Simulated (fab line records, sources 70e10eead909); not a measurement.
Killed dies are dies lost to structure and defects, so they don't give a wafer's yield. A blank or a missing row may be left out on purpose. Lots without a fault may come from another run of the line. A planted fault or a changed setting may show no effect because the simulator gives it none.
fab line records | flow nand_harc
record lots=11 wafers=33 last_day=24
route steps=1159 shown P_GATE@146 END@1159
lots that met no fault: from a run of the same line without faults
start_h: hours from the record's first day to the start of the lot's first wafer shown | wait_h: hours since the lot's step before | " the same as in the row above | L1.1+2: a row that stands for several wafers | - no value, or no start given | * or withheld: withheld | < > ~ a bound
route shown NAME@n: a module of which the file shows steps, and the number in the route of the first | usual: mean/standard deviation of fault-free wafers | same: alike in all rows | chamber/n: place in a boat | sites: the reading at each site | _std_site: their standard deviation | _edge_site: outer sites' mean less inner sites' | radius_mm: how far each site lies from the wafer's centre | mask NAME#n: copy n | behind: the tool/chamber that last shaped the wafer | hold: why the lot was held/for how many hours/how that ended | device: the transistor (n, p or np) that didn't switch | end of line: the same wafers' tests at the end of the route | a step without rows: its recipe alone | killed: dies lost to structure and defects at the first sort, not the wafer's yield | map: a wafer's dies, x killed, . not, _ none there
set.NAME: the setting as run; set.NAME@STEP: as run at that earlier step | model.NAME: the simulator's own value behind a step, which no gauge read
steps of the route over a sample of lots; a table a step, a row a wafer
services: from which hour (start_h, from the record's first day; less than 0 if before it) a tool's chamber was out of use, for how many hours, and why
## steps
# step NHARC_P_GATE_HM_OPEN_105
# recipe target_depth_a=3600 o2_flow_sccm=400 cos_flow_sccm=20 ar_flow_sccm=0 rf_w=500 bias_w=300 chemistry=O2/COS
# usual drypump_motor_current_A=5.8/0.48 oes_product_au=0.997/0.0092 rf_vpp_V=468.5/2.5 showerhead_plenum_p_Torr=3.18/0.12 throttle_valve_pct=28.329/0.0091
# columns lot.wafer tool chamber start_h wait_h drypump_motor_current_A oes_product_au rf_hours_counter_h rf_vpp_V showerhead_plenum_p_Torr throttle_valve_pct
L709.1 rie_diel-12 1 - - 6.2 1.007 6 468.9 3.25 28.337
L709.4 " 3 " " 5.3 1.000 7 471.6 3.29 28.323
L709.5 " 0 " " 5.4 1.001 - 467.6 3.11 28.317
L712.6 rie_diel-12 3 - - 5.3 0.996 - 470.3 3.29 28.321
L712.4 " 0 " " 5.4 1.011 - 466.8 3.11 28.333
L712.5 " 1 " " 6.2 0.985 - 469.8 3.25 28.336
L711.3 rie_diel-12 0 - - 5.4 1.000 12 467.0 3.11 28.340
L711.4 " 0 " " 5.4 1.003 - 467.1 3.11 28.332
L711.5 " 1 " " 6.2 0.988 - 471.8 3.25 28.344
L710.2 rie_diel-12 1 - - 6.2 1.001 13 469.7 3.25 28.321
L710.6 " 2 " " 6.3 1.021 - 471.6 3.34 28.325
L710.4 " 3 " " 5.3 1.006 - 470.5 3.29 28.339
L714.2 rie_diel-09 0 - - 5.8 0.982 14 463.3 2.96 28.345
L714.4 " 1 " " 6.8 0.977 12 465.9 3.13 28.325
L714.6 " 0 " " 5.8 0.985 - 464.1 2.96 28.322
L715.1 rie_diel-09 2 - - 5.4 0.996 13 470.2 3.26 28.338
L715.2 " 3 " " 5.3 1.007 14 469.8 3.23 28.332
L715.6 " 1 " " 6.8 0.985 - 468.4 3.13 28.320
L718.1 rie_diel-13 0 - - 5.9 1.003 13 469.4 3.21 28.330
L718.3 " 1 " " 5.7 0.996 13 473.5 3.37 28.315
L718.5 " 1 " " 5.7 0.992 - 471.6 3.37 28.346
L719.1 rie_diel-09 2 - - 5.3 1.005 27 471.0 3.26 28.328
L719.2 " 3 " " 5.2 0.991 28 468.6 3.22 28.339
L719.4 " 1 " " 6.8 0.996 27 467.8 3.12 28.334
L720.1 rie_diel-13 1 - - 5.7 0.988 21 471.2 3.36 28.323
L720.3 " 3 " " 5.4 1.005 21 467.9 3.12 28.336
L720.5 " 2 " " 6.3 0.995 - 464.9 3.01 28.324
L731.1 rie_diel-12 3 - - 5.3 1.001 1 471.1 3.28 28.337
L731.3 " 1 " " 6.2 0.994 1 471.1 3.24 28.343
L731.5 " 0 " " 5.4 1.011 - 466.7 3.10 28.332
L732.1 rie_diel-13 3 - - 5.4 1.012 44 468.1 3.11 28.321
L732.3 " 0 " " 5.9 0.996 43 470.2 3.20 28.326
L732.2 " 2 " " 6.4 0.997 46 465.2 3.00 28.332
# step NHARC_P_GATE_STRIP_101
# recipe time_s=20 o2_flow_sccm=500 ar_flow_sccm=0 bias_w=0 chemistry=O2
# usual drypump_motor_current_A=5.8/0.47 oes_product_au=0.999/0.0099 rf_vpp_V=58.0/0.82 showerhead_plenum_p_Torr=3.61/0.13 throttle_valve_pct=17.036/0.0086
# same time_s=20
# columns lot.wafer tool chamber start_h wait_h drypump_motor_current_A oes_product_au rf_hours_counter_h rf_vpp_V showerhead_plenum_p_Torr throttle_valve_pct
L709.4 rie_diel-13 2 97.05 0.1 6.4 1.001 61 57.0 3.41 17.036
L709.1 " 3 " " 5.4 0.987 61 57.2 3.54 17.038
L709.5 " 0 " " 5.9 1.007 - 57.4 3.64 17.031
L712.6 rie_diel-12 1 114.92 0.0 6.2 0.999 - 58.8 3.67 17.032
L712.5 " 2 " " 6.3 1.001 - 58.9 3.77 17.026
L712.4 " 3 " " 5.3 0.998 - 58.0 3.71 17.050
L711.4 rie_diel-13 1 115.30 0.1 5.7 1.002 4 58.7 3.81 17.036
L711.3 " 0 " " 5.9 0.996 4 58.9 3.64 17.032
L711.5 " 2 " " 6.4 0.994 - 56.6 3.41 17.037
L710.2 rie_diel-09 0 125.47 0.1 5.8 0.994 14 57.9 3.35 17.030
L710.4 " 1 " " 6.8 0.982 12 58.6 3.54 17.021
L710.6 " 1 " " 6.8 0.991 - 58.0 3.54 17.031
L714.4 rie_diel-13 3 133.99 0.1 5.4 1.005 8 57.1 3.53 17.031
L714.2 " 0 " " 5.9 1.007 9 58.3 3.63 17.039
L714.6 " 3 " " 5.4 1.015 - 57.0 3.53 17.024
L715.1 rie_diel-09 0 143.13 0.2 5.8 0.997 19 58.0 3.34 17.030
L715.2 " 2 " " 5.4 0.986 19 57.7 3.68 17.032
L715.6 " 0 " " 5.8 0.990 - 56.0 3.35 17.043
L718.1 rie_diel-13 2 158.95 0.1 6.3 0.998 18 58.1 3.40 17.052
L718.3 " 3 " " 5.4 1.019 18 57.2 3.53 17.044
L718.5 " 2 " " 6.3 1.003 - 58.3 3.40 17.031
L719.2 rie_diel-09 3 177.41 0.1 5.3 0.989 32 58.2 3.64 17.041
L719.1 " 0 " " 5.8 0.964 32 58.6 3.34 17.030
L719.4 " 1 " " 6.8 0.976 31 59.4 3.53 17.034
L720.1 rie_diel-12 0 182.92 0.4 5.4 1.003 24 58.2 3.51 17.044
L720.3 " 3 " " 5.2 1.007 27 59.5 3.71 17.049
L720.5 " 0 " " 5.4 1.002 - 57.6 3.51 17.037
L731.3 rie_diel-12 1 225.02 0.1 6.2 0.997 2 58.6 3.66 17.029
L731.1 " 2 " " 6.3 0.998 3 58.4 3.76 17.030
L731.5 " 3 " " 5.3 1.001 - 57.2 3.70 17.049
L732.1 rie_diel-13 3 243.63 0.1 5.4 1.022 48 57.7 3.51 17.060
L732.3 " 1 " " 5.7 0.995 45 58.5 3.78 17.039
L732.2 " 2 " " 6.3 0.997 49 57.9 3.39 17.042
# step NHARC_P_GATE_EXPOSE_56
# recipe na=0.6 target_cd_nm=720 dose_mj=14.81 mask_id=P_PSD
# usual reticle_temp_C=23.00/0.11
# columns lot.wafer tool chamber start_h wait_h mask reticle_temp_C
L709.1 krf_scanner-04 0 99.47 - P_PSD#0 23.08
L709.4 " 0 " " P_PSD#0 23.26
L709.5 " 0 " " P_PSD#0 23.04
L712.4 krf_scanner-01 0 117.35 - P_PSD#0 23.12
L712.5 " 0 " " P_PSD#0 23.08
L712.6 " 0 " " P_PSD#0 23.08
L711.3 krf_scanner-01 0 117.73 - P_PSD#0 22.87
L711.4 " 0 " " P_PSD#0 22.81
L711.5 " 0 " " P_PSD#0 22.76
L710.2 krf_scanner-03 0 128.00 - P_PSD#0 23.02
L710.4 " 0 " " P_PSD#0 23.18
L710.6 " 0 " " P_PSD#0 23.20
L714.2 krf_scanner-01 0 136.43 - P_PSD#0 23.05
L714.4 " 0 " " P_PSD#0 23.13
L714.6 " 0 " " P_PSD#0 23.06
L715.1 krf_scanner-03 0 145.56 - P_PSD#0 22.84
L715.2 " 0 " " P_PSD#0 23.12
L715.6 " 0 " " P_PSD#0 22.98
L718.1 krf_scanner-03 0 161.35 - P_PSD#0 23.12
L718.3 " 0 " " P_PSD#0 22.95
L718.5 " 0 " " P_PSD#0 23.08
L719.1 krf_scanner-01 0 179.80 - P_PSD#0 22.97
L719.2 " 0 " " P_PSD#0 22.95
L719.4 " 0 " " P_PSD#0 23.09
L720.1 krf_scanner-03 0 185.36 - P_PSD_R1#0 23.16
L720.3 " 0 " " P_PSD_R1#0 22.97
L720.5 " 0 " " P_PSD_R1#0 23.12
L731.1 krf_scanner-03 0 227.57 - P_PSD#0 23.09
L731.3 " 0 " " P_PSD#0 23.06
L731.5 " 0 " " P_PSD#0 22.92
L732.1 krf_scanner-03 0 246.03 - P_PSD#0 22.93
L732.2 " 0 " " P_PSD#0 22.95
L732.3 " 0 " " P_PSD#0 22.94
# step NHARC_P_GATE_CD_MEAS_59
# recipe target_cd_nm=720 landing_energy_ev=500
# usual cd_nm=719.3/1.6
# columns lot.wafer tool chamber start_h wait_h hold cd_nm
L709.1 cd_sem-02 0 99.63 - - 721.8
L709.4 " 0 " " - 717.7
L709.5 " 0 " " - 718.4
L712.4 cd_sem-02 0 117.50 - - 719.5
L712.5 " 0 " " - 720.4
L712.6 " 0 " " - 720.8
L711.3 cd_sem-02 0 117.89 - - 718.5
L711.4 " 0 " " - 718.1
L711.5 " 0 " " - 717.7
L710.2 cd_sem-03 0 128.15 - - 718.7
L710.4 " 0 " " - 717.5
L710.6 " 0 " " - 716.5
L714.2 cd_sem-03 0 136.59 - - 719.5
L714.4 " 0 " " - 718.8
L714.6 " 0 " " - 721.6
L715.1 cd_sem-01 0 145.72 - - 722.0
L715.2 " 0 " " - 719.7
L715.6 " 0 " " - 718.3
L718.1 cd_sem-01 0 161.51 - - 722.3
L718.3 " 0 " " - 721.2
L718.5 " 0 " " - 720.3
L719.1 cd_sem-02 0 179.96 - - 718.8
L719.2 " 0 " " - 720.4
L719.4 " 0 " " - 718.9
L720.1 cd_sem-02 0 185.52 - await_dispo/0.2h/release 780.6
L720.3 " 0 " " await_dispo/0.2h/release 778.4
L720.5 " 0 " " await_dispo/0.2h/release 780.9
L720.1 cd_sem-02 0 - - - 780.4
L720.3 " 0 " " - 778.3
L720.5 " 0 " " - 781.2
L731.1 cd_sem-03 0 227.73 - - 722.4
L731.3 " 0 " " - 722.6
L731.5 " 0 " " - 718.4
L732.1 cd_sem-03 0 246.19 - - 719.9
L732.2 " 0 " " - 720.6
L732.3 " 0 " " - 719.5
# step NHARC_P_GATE_STRIP_112
# recipe power_w=1500 temp_c=110 time_s=200 chemistry=N2/H2
# usual drypump_motor_current_A=5.89/0.25 heater_power_w=79.6/2.7 temp_c=110.02/0.13
# same time_s=200
# columns lot.wafer tool chamber start_h wait_h drypump_motor_current_A heater_power_w rf_hours_counter_h temp_c
L709.1 plasma_asher-02 0 100.25 0.3 5.86 80.2 30 110.02
L709.4 " 1 " " 6.25 75.7 - 110.02
L709.5 " 0 " " 5.85 80.2 - 110.06
L712.4 plasma_asher-02 1 118.18 0.2 6.24 77.1 - 110.01
L712.5 " 0 " " 5.84 81.0 - 110.00
L712.6 " 1 " " 6.24 76.0 - 110.10
L711.3 plasma_asher-01 1 118.51 0.2 5.53 77.4 - 109.86
L711.4 " 0 " " 6.00 82.5 - 109.99
L711.5 " 0 " " 5.96 84.7 - 110.12
L710.2 plasma_asher-02 0 128.72 0.2 5.89 82.7 39 110.08
L710.4 " 1 " " 6.23 75.8 - 110.11
L710.6 " 0 " " 5.90 81.5 - 110.07
L714.2 plasma_asher-02 0 137.11 0.2 5.87 81.3 42 109.73
L714.4 " 1 " " 6.23 76.8 - 109.99
L714.6 " 1 " " 6.25 76.8 - 109.93
L715.1 plasma_asher-02 1 146.25 0.2 6.24 77.3 46 110.02
L715.2 " 0 " " 5.83 81.1 46 110.04
L715.6 " 0 " " 5.83 83.9 - 110.19
L718.1 plasma_asher-02 1 162.08 0.2 6.25 77.4 52 109.87
L718.3 " 0 " " 5.88 82.0 - 110.38
L718.5 " 1 " " 6.24 76.3 - 110.02
L719.2 plasma_asher-01 0 180.81 0.5 5.97 81.2 24 109.97
L719.1 " 1 " " 5.54 80.1 24 110.09
L719.4 " 1 " " 5.53 78.3 - 110.11
L720.1 plasma_asher-01 1 190.73 0.4 5.53 80.4 28 110.13
L720.3 " 0 " " 5.94 82.3 - 109.97
L720.5 " 0 " " 5.98 82.5 - 109.83
L731.1 plasma_asher-02 0 228.26 0.2 5.87 80.4 11 109.81
L731.3 " 1 " " 6.24 74.3 - 109.71
L731.5 " 0 " " 5.87 79.4 - 109.95
L732.2 plasma_asher-01 1 246.72 0.2 5.52 80.7 49 109.93
L732.1 " 0 " " 5.98 80.0 49 110.12
L732.3 " 0 " " 5.97 81.0 - 110.06
# step NHARC_END_SORT_01
# recipe temp_c=25
# usual defect_limited_yield=95.2/1.3 killed_at_array=29/9.4 killed_at_other=0.7/1.3 killed_at_periphery=2.9/2.1 killed_dies=32/9 killed_open=3.3/1.8 killed_short=1.9/1.4 sort_bin_2_pct=1.4/0.53 sort_bin_3_pct=0.28/0.21 sort_bin_4_pct=3.1/0.91 sort_n_pass=645/9 sort_rim_yield_pct=97.4/1.7 sort_yield_pct=95.2/1.3
# same gross_dies=677 sort_bin_5_pct[%]=0 sort_bin_6_pct[%]=0 sort_bin_7_pct[%]=0 sort_bin_8_pct[%]=0 sort_rim_n_gross=106.00
# columns lot.wafer tool chamber start_h wait_h defect_limited_yield[%] killed_at_array killed_at_other killed_at_periphery killed_dies killed_open killed_short sort_bin_2_pct[%] sort_bin_3_pct[%] sort_bin_4_pct[%] sort_n_pass sort_rim_yield_pct[%] sort_yield_pct[%]
L711.3 prober-01 0 465.29 3.1 95.4 27 0 4 31 2 3 1.5 0.44 2.7 646 98.1 95.4
L711.4 prober-01 0 466.09 3.4 93.9 34 2 5 41 6 1 2.1 0.30 3.7 636 97.2 93.9
L711.5 prober-01 0 466.90 3.7 95.7 26 1 2 29 7 0 1.3 0 3.0 648 98.1 95.7
L709.1 prober-02 0 471.54 2.5 95.3 31 0 1 32 1 5 1.0 0 3.7 645 99.1 95.3
L709.4 prober-02 0 473.89 3.4 95.9 27 0 1 28 3 0 1.5 0.15 2.5 649 99.1 95.9
L709.5 prober-02 0 474.68 3.6 95.4 30 0 1 31 0 1 1.0 0.15 3.4 646 97.2 95.4
L710.2 prober-01 0 480.20 2.8 95.7 24 1 4 29 0 1 1.0 0 3.2 648 98.1 95.7
L710.4 prober-01 0 481.80 3.4 95.9 24 0 4 28 4 3 0.7 0 3.4 649 95.3 95.9
L710.6 prober-01 0 483.41 4.0 95.6 26 0 4 30 5 0 1.6 0.15 2.7 647 97.2 95.6
L712.4 prober-02 0 489.36 3.4 97.3 16 0 2 18 2 1 0.7 0 1.9 659 99.1 97.3
L712.5 prober-02 0 490.16 3.7 96.9 21 0 0 21 3 1 0.7 0 2.4 656 99.1 96.9
L712.6 prober-02 0 490.96 4.0 95.7 27 0 2 29 5 1 0.7 0.15 3.4 648 96.2 95.7
L714.2 prober-01 0 496.29 2.8 96.9 19 1 1 21 2 2 1.0 0.15 1.9 656 95.3 96.9
L714.4 prober-01 0 497.89 3.4 98.2 11 0 1 12 1 2 0.7 0 1.0 665 100.0 98.2
L714.6 prober-01 0 499.49 4.0 96.3 22 2 1 25 3 2 1.0 0.30 2.4 652 98.1 96.3
L715.1 prober-02 0 503.22 2.5 96.2 18 2 6 26 4 5 1.5 0.15 2.2 651 98.1 96.2
L715.2 prober-02 0 504.03 2.8 95.9 22 0 6 28 7 4 0.9 0.30 3.0 649 95.3 95.9
L715.6 prober-02 0 507.27 4.0 96.5 14 3 7 24 3 1 0.7 0.44 2.4 653 95.3 96.5
L719.1 prober-01 0 503.24 2.5 93.5 35 0 9 44 4 3 1.9 0.30 4.3 633 95.3 93.5
L719.2 prober-01 0 504.04 2.8 94.2 29 1 9 39 0 3 2.4 0 3.4 638 92.5 94.2
L719.4 prober-01 0 505.64 3.4 95.7 22 0 7 29 3 0 1.5 0.30 2.5 648 93.4 95.7
L718.1 prober-01 0 511.00 2.5 96.2 24 0 2 26 2 3 1.8 0.15 1.9 651 97.2 96.2
L718.3 prober-01 0 512.60 3.1 96.9 15 0 6 21 2 1 0.6 0.15 2.4 656 97.2 96.9
L718.5 prober-01 0 514.19 3.7 96.2 24 0 2 26 4 1 1.0 0.15 2.7 651 98.1 96.2
L731.1 prober-01 0 563.67 2.5 97.8 14 1 0 15 2 3 0.7 0.15 1.3 662 100.0 97.8
L731.3 prober-01 0 565.25 3.1 95.6 23 0 7 30 3 5 1.8 0.30 2.4 647 96.2 95.6
L731.5 prober-01 0 566.83 3.7 96.0 19 1 7 27 6 4 1.3 0.30 2.4 650 98.1 96.0
L732.1 prober-02 0 579.41 2.5 94.4 37 0 1 38 6 1 2.2 0.15 3.2 639 99.1 94.4
L732.2 prober-02 0 580.21 2.8 94.1 38 0 2 40 1 1 2.4 0.44 3.1 637 97.2 94.1
L732.3 prober-02 0 581.00 3.1 93.6 42 0 1 43 7 0 1.9 0.59 3.8 634 96.2 93.6
# killed by level:class
L711.3 A_CHANNEL_HOLE_D1:chamber_film_flake=14 A_STAIRCASE:chamber_film_flake=4 A_ONON_D1:geometric_particle:short=2 P_ZERO_WELL:chamber_film_flake=2 A_CHANNEL_FILL_D1:chamber_film_flake=2 A_CONTACT:chamber_film_flake=2 P_CONTACT:geometric_particle:open=1 A_CHANNEL_FILL_D1:geometric_particle:short=1
L711.4 A_CHANNEL_HOLE_D1:chamber_film_flake=17 A_CHANNEL_FILL_D1:chamber_film_flake=5 A_STAIRCASE:chamber_film_flake=4 A_M0:chamber_film_flake=3 P_GATE:geometric_particle:open=2 A_CONTACT:chamber_film_flake=2 P_M0:geometric_particle:open=1 P_M2:geometric_particle:short=1
L711.5 A_CHANNEL_HOLE_D1:chamber_film_flake=15 A_CHANNEL_FILL_D1:geometric_particle:open=4 A_CONTACT:geometric_particle:open=2 A_M0:chamber_film_flake=2 P_CONTACT:geometric_particle:open=1 P_STI:chamber_film_flake=1 A_CHANNEL_FILL_D1:chamber_film_flake=1 A_WL_FILL:chamber_film_flake=1
L709.1 A_SLIT:chamber_film_flake=8 A_CHANNEL_HOLE_D1:chamber_film_flake=6 A_CONTACT:chamber_film_flake=4 A_ZERO_WELL:chamber_film_flake=2 A_M0:chamber_film_flake=2 A_CHANNEL_FILL_D1:geometric_particle:short=1 A_WL_FILL:geometric_particle:short=1 A_CONTACT:geometric_particle:short=1
L709.4 A_CHANNEL_HOLE_D1:chamber_film_flake=10 A_SLIT:chamber_film_flake=10 A_CONTACT:chamber_film_flake=3 P_M2:geometric_particle:open=1 A_ONON_D1:geometric_particle:open=1 A_CONTACT:geometric_particle:open=1 A_STAIRCASE:chamber_film_flake=1 A_M0:chamber_film_flake=1
L709.5 A_CHANNEL_HOLE_D1:chamber_film_flake=13 A_SLIT:chamber_film_flake=7 A_STAIRCASE:chamber_film_flake=4 A_CONTACT:chamber_film_flake=3 A_SOURCE_PLATE:geometric_particle:short=1 P_STI:chamber_film_flake=1 A_ZERO_WELL:chamber_film_flake=1 A_WL_FILL:chamber_film_flake=1
L710.2 A_SLIT:chamber_film_flake=15 A_CONTACT:chamber_film_flake=4 P_GATE:chamber_film_flake=3 A_CHANNEL_HOLE_D1:chamber_film_flake=2 A_STAIRCASE:chamber_film_flake=2 A_ONON_D1:geometric_particle:short=1 P_ZERO_WELL:chamber_film_flake=1 HYBRID_BOND:latent=1
L710.4 A_SLIT:chamber_film_flake=8 A_CHANNEL_HOLE_D1:chamber_film_flake=4 A_CONTACT:chamber_film_flake=4 A_STAIRCASE:chamber_film_flake=2 P_CONTACT:geometric_particle:open=1 P_M0:geometric_particle:short=1 P_M2:geometric_particle:open=1 A_CHANNEL_HOLE_D1:geometric_particle:short=1
L710.6 A_SLIT:chamber_film_flake=10 A_STAIRCASE:chamber_film_flake=4 A_CONTACT:chamber_film_flake=3 A_CHANNEL_HOLE_D1:chamber_film_flake=2 A_CHANNEL_FILL_D1:chamber_film_flake=2 A_SGD_CUT:chamber_film_flake=2 P_CONTACT:geometric_particle:open=1 P_M0:geometric_particle:open=1
L712.4 A_CHANNEL_HOLE_D1:chamber_film_flake=7 A_STAIRCASE:chamber_film_flake=3 A_CONTACT:chamber_film_flake=3 P_M0:geometric_particle:open=1 A_WL_FILL:geometric_particle:open=1 A_CONTACT:geometric_particle:short=1 P_STI:chamber_film_flake=1 A_M0:chamber_film_flake=1
L712.5 A_CHANNEL_HOLE_D1:chamber_film_flake=13 A_M0:geometric_particle:open=2 A_WL_FILL:chamber_film_flake=2 A_WL_FILL:geometric_particle:short=1 A_BLC:geometric_particle:open=1 A_ZERO_WELL:chamber_film_flake=1 A_STAIRCASE:chamber_film_flake=1
L712.6 A_CHANNEL_HOLE_D1:chamber_film_flake=14 A_CONTACT:chamber_film_flake=4 A_STAIRCASE:chamber_film_flake=3 A_CONTACT:geometric_particle:open=2 P_M0:geometric_particle:open=1 A_SOURCE_PLATE:geometric_particle:open=1 A_CHANNEL_FILL_D1:geometric_particle:short=1 A_CHANNEL_FILL_D1:geometric_particle:open=1
L714.2 A_CHANNEL_HOLE_D1:chamber_film_flake=7 A_STAIRCASE:chamber_film_flake=4 A_CONTACT:chamber_film_flake=3 P_M2:geometric_particle:open=1 A_ONON_D1:geometric_particle:short=1 A_CHANNEL_FILL_D1:geometric_particle:short=1 A_CONTACT:geometric_particle:open=1 A_SLIT:chamber_film_flake=1
L714.4 A_CHANNEL_HOLE_D1:chamber_film_flake=3 A_SGD_CUT:chamber_film_flake=2 A_CONTACT:chamber_film_flake=2 A_ONON_D1:geometric_particle:short=1 A_WL_FILL:geometric_particle:open=1 A_WL_FILL:geometric_particle:short=1 P_ZERO_WELL:chamber_film_flake=1 A_STAIRCASE:chamber_film_flake=1
L714.6 A_CHANNEL_HOLE_D1:chamber_film_flake=7 A_SGD_CUT:chamber_film_flake=3 A_CONTACT:chamber_film_flake=3 A_M0:geometric_particle:open=2 A_STAIRCASE:chamber_film_flake=2 A_WL_FILL:chamber_film_flake=2 THIN_TSV:chamber_film_flake=2 A_ONON_D1:geometric_particle:short=1
L715.1 A_CHANNEL_HOLE_D1:chamber_film_flake=4 A_CONTACT:chamber_film_flake=3 A_CONTACT:geometric_particle:open=2 P_STI:chamber_film_flake=2 P_CONTACT:chamber_film_flake=2 A_ZERO_WELL:chamber_film_flake=2 P_GATE:geometric_particle:open=1 A_CHANNEL_FILL_D1:geometric_particle:open=1
L719.1 A_SGD_CUT:chamber_film_flake=10 A_SLIT:chamber_film_flake=9 A_CHANNEL_HOLE_D1:chamber_film_flake=7 P_GATE:chamber_film_flake=4 A_CONTACT:chamber_film_flake=4 P_ZERO_WELL:chamber_film_flake=3 P_GATE:geometric_particle:open=1 P_M0:geometric_particle:open=1
L715.2 A_CONTACT:chamber_film_flake=6 A_CHANNEL_HOLE_D1:chamber_film_flake=4 A_CHANNEL_FILL_D1:geometric_particle:open=3 A_STAIRCASE:chamber_film_flake=3 A_CONTACT:geometric_particle:short=2 P_ZERO_WELL:chamber_film_flake=2 P_STI:chamber_film_flake=2 P_M1:geometric_particle:open=1
L719.2 A_SLIT:chamber_film_flake=14 A_SGD_CUT:chamber_film_flake=7 A_CHANNEL_HOLE_D1:chamber_film_flake=5 P_ZERO_WELL:chamber_film_flake=3 P_STI:chamber_film_flake=3 P_GATE:chamber_film_flake=2 P_M0:geometric_particle:short=1 A_CHANNEL_FILL_D1:geometric_particle:short=1
L719.4 A_SLIT:chamber_film_flake=9 P_ZERO_WELL:chamber_film_flake=4 A_CHANNEL_HOLE_D1:chamber_film_flake=4 A_SGD_CUT:chamber_film_flake=4 A_CONTACT:geometric_particle:open=2 P_GATE:chamber_film_flake=2 A_SGD_CUT:geometric_particle:open=1 P_BONDPAD:chamber_film_flake=1
L715.6 A_ZERO_WELL:chamber_film_flake=4 P_STI:chamber_film_flake=3 P_M1:chamber_film_flake=3 A_CONTACT:chamber_film_flake=3 A_STAIRCASE:chamber_film_flake=3 THIN_TSV:chamber_film_flake=2 A_WL_FILL:geometric_particle:short=1 A_CONTACT:geometric_particle:open=1
L718.1 A_CONTACT:chamber_film_flake=8 A_CHANNEL_HOLE_D1:chamber_film_flake=6 A_WL_FILL:chamber_film_flake=3 A_ONON_D1:geometric_particle:open=2 P_M0:chamber_film_flake=2 A_ONON_D1:geometric_particle:short=1 A_CHANNEL_FILL_D1:geometric_particle:short=1 A_M1:geometric_particle:short=1
L718.3 A_STAIRCASE:chamber_film_flake=4 P_M0:chamber_film_flake=3 A_CONTACT:chamber_film_flake=3 P_STI:chamber_film_flake=2 A_ZERO_WELL:chamber_film_flake=2 A_SGD_CUT:chamber_film_flake=2 A_WL_FILL:chamber_film_flake=2 P_GATE:geometric_particle:open=1
L718.5 A_CONTACT:chamber_film_flake=11 A_CHANNEL_HOLE_D1:chamber_film_flake=5 A_CONTACT:geometric_particle:open=3 A_STAIRCASE:chamber_film_flake=2 P_CONTACT:geometric_particle:short=1 A_ONON_D1:geometric_particle:open=1 P_M0:chamber_film_flake=1 A_ZERO_WELL:chamber_film_flake=1
L731.1 A_CHANNEL_HOLE_D1:chamber_film_flake=8 A_CONTACT:chamber_film_flake=2 A_CHANNEL_FILL_D1:geometric_particle:short=1 A_WL_FILL:geometric_particle:short=1 A_CONTACT:geometric_particle:open=1 A_M0:geometric_particle:short=1 STARTING-WAFER:geometric_particle:open=1
L731.3 A_CHANNEL_HOLE_D1:chamber_film_flake=15 A_WL_FILL:geometric_particle:short=2 A_M0:geometric_particle:short=2 P_ZERO_WELL:chamber_film_flake=2 P_GATE:chamber_film_flake=2 P_M0:chamber_film_flake=2 P_CONTACT:geometric_particle:open=1 A_CHANNEL_HOLE_D1:geometric_particle:short=1
L731.5 A_CHANNEL_HOLE_D1:chamber_film_flake=11 A_WL_FILL:geometric_particle:open=3 A_CONTACT:geometric_particle:short=2 P_CONTACT:chamber_film_flake=2 P_CONTACT:geometric_particle:open=1 P_M0:geometric_particle:open=1 A_ONON_D1:geometric_particle:short=1 A_CONTACT:geometric_particle:open=1
L732.1 A_SLIT:chamber_film_flake=21 A_STAIRCASE:chamber_film_flake=3 A_CONTACT:chamber_film_flake=3 A_CONTACT:geometric_particle:open=2 A_M0:geometric_particle:open=2 P_M0:geometric_particle:open=1 A_SGD_CUT:geometric_particle:open=1 A_M0:geometric_particle:short=1
L732.2 A_SLIT:chamber_film_flake=21 A_CHANNEL_HOLE_D1:chamber_film_flake=4 A_CONTACT:chamber_film_flake=4 A_STAIRCASE:chamber_film_flake=3 A_CHANNEL_HOLE_D1:unspecified=2 A_M1:chamber_film_flake=2 P_M1:geometric_particle:short=1 A_CONTACT:geometric_particle:open=1
L732.3 A_SLIT:chamber_film_flake=20 A_CONTACT:chamber_film_flake=6 A_STAIRCASE:chamber_film_flake=5 A_ONON_D1:geometric_particle:open=2 A_CHANNEL_HOLE_D1:unspecified=2 P_CONTACT:geometric_particle:open=1 A_CHANNEL_FILL_D1:geometric_particle:open=1 A_CONTACT:geometric_particle:open=1
## services
# columns tool chamber start_h hours kind
rie_diel-13 - 75.81 0.4 repair
rie_diel-09 - 77.16 9.0 pm
rie_diel-13 - 79.63 0.4 repair
krf_scanner-01 - 84.00 4.0 pm
plasma_asher-01 - 99.00 9.0 pm
rie_diel-13 - 99.00 9.0 pm
krf_scanner-03 - 100.26 0.5 repair
rie_diel-12 2 101.17 3.5 repair
rie_diel-12 0 112.39 14.9 repair
rie_diel-13 - 154.72 0.8 repair
krf_scanner-03 - 168.00 4.0 pm
krf_scanner-01 - 171.49 0.5 repair
plasma_asher-02 - 178.54 2.7 repair
plasma_asher-02 - 183.41 9.0 pm
plasma_asher-02 - 196.90 2.1 repair
rie_diel-13 0 199.13 4.1 repair
rie_diel-12 - 202.40 9.0 pm
krf_scanner-03 - 204.11 3.0 repair
krf_scanner-01 - 216.76 1.9 repair
rie_diel-12 3 225.81 4.9 repair
rie_diel-13 1 232.74 8.7 repair
plasma_asher-01 - 233.44 3.1 repair
plasma_asher-02 - 237.72 1.6 repair
rie_diel-09 - 238.48 0.9 repair
## key
first_sign step=NHARC_P_GATE_EXPOSE_56 reading=mask direction=changed
effect step=NHARC_P_GATE_CD_MEAS_59 reading=visit direction=added
effect step=NHARC_P_GATE_CD_MEAS_59 reading=cd_nm direction=up sigmas=38 usual=719.3 struck=780.0
met_at NHARC_P_GATE_EXPOSE_56
struck_lots L720
rows_end L720.1,L720.3,L720.5
not_acting_at NHARC_P_GATE_HM_OPEN_105,NHARC_P_GATE_STRIP_101,NHARC_P_GATE_STRIP_112
onset_between 161.35 185.36
fault kind=wrong_mask tool=any chamber=- onset_h=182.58 steps=NHARC_P_GATE_EXPOSE_56 aux_copy=P_PSD_R1#0 cd_offset_nm=61.344 scope=struck_lots_only
# rows_end: these wafers met a further fault down the route, and their rows from its step on are left out
